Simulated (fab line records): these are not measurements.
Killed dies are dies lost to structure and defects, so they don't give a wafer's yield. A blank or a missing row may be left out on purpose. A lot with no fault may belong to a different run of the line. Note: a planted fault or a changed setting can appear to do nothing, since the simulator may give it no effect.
Matching of chambers + flow n5-finfet + N5_HKMG_FIN_CMP_94 on cmp-02: 4 sister chambers
The step polishes, stops on SiNx, t overpolish 4.7 s, target thk 43.299 nm. 14 wafers are shown with their chamber, then 7 later ones without.

## EACH WAFER AND ITS CHAMBER
| wafer  | chamber | motor-current-A (A) | slurry-filter-dp-kPa (kPa) |
|--------|---------|---------------------|----------------------------|
| L074.2 | 0       | 11.7                | 13.67                      |
| L074.3 | 2       | 13.5                | 13.48                      |
| L074.4 | 1       | 13.3                | 13.67                      |
| L078.1 | 1       | 13.5                | 13.64                      |
| L078.4 | 0       | 12.1                | 13.47                      |
| L078.5 | 2       | 13.8                | 13.69                      |
| L083.2 | 0       | 11.8                | 13.63                      |
| L083.5 | 2       | 14.3                | 13.68                      |
| L083.6 | 1       | 14.0                | 13.60                      |
| L085.2 | 1       | 12.8                | 13.59                      |
| L085.5 | 3       | 10.9                | 13.57                      |
| L085.6 | 2       | 13.8                | 13.55                      |
| L086.3 | 1       | 13.7                | 13.38                      |
| L086.4 | 3       | 11.2                | 13.61                      |

SIGNATURES, as means of the wafers listed above
| reading              | chamber 0 | chamber 1 | chamber 2 | chamber 3 | scatter within a chamber |
|----------------------|-----------|-----------|-----------|-----------|--------------------------|
| motor-current-A      | 11.867    | 13.460    | 13.850    | 11.050    | 0.357                    |
| slurry-filter-dp-kPa | 13.5900   | 13.5760   | 13.6000   | 13.5900   | 0.103                    |
Rule: a wafer's distance from a chamber is the root of the sum, over the readings, of the square of ((its reading less the chamber's mean) divided by the reading's scatter). If the next closest chamber is less than 2 further off than the closest, the wafer can't be placed; otherwise it belongs to the closest. The scatter is the square root of a quotient: the sum, over the shown wafers, of each reading's squared deviation from its chamber's mean, divided by wafers minus chambers.

## WAFERS WHOSE CHAMBER IS MISSING
| wafer  | motor-current-A (A) | slurry-filter-dp-kPa (kPa) |
|--------|---------------------|----------------------------|
| L086.5 | 13.7                | 13.53                      |
| L094.1 | 13.4                | 13.40                      |
| L094.2 | 13.6                | 13.52                      |
| L094.3 | 10.9                | 13.36                      |
| L095.1 | 11.5                | 13.56                      |
| L095.2 | 14.0                | 13.34                      |
| L095.3 | 11.5                | 13.27                      |

## EACH ONE'S CHAMBER
| wafer  | from the rows above     | in truth |
|--------|-------------------------|----------|
| L086.5 | can't be placed: 2 or 1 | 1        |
| L094.1 | can't be placed: 1 or 2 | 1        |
| L094.2 | can't be placed: 1 or 2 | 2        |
| L094.3 | can't be placed: 3 or 0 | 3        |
| L095.1 | can't be placed: 0 or 3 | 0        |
| L095.2 | can't be placed: 2 or 1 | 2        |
| L095.3 | can't be placed: 0 or 3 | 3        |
Correctly placed: 0 of 7. Not placeable from these rows: 7 (in 7, the candidates include the true chamber). Placed wrongly: 0.
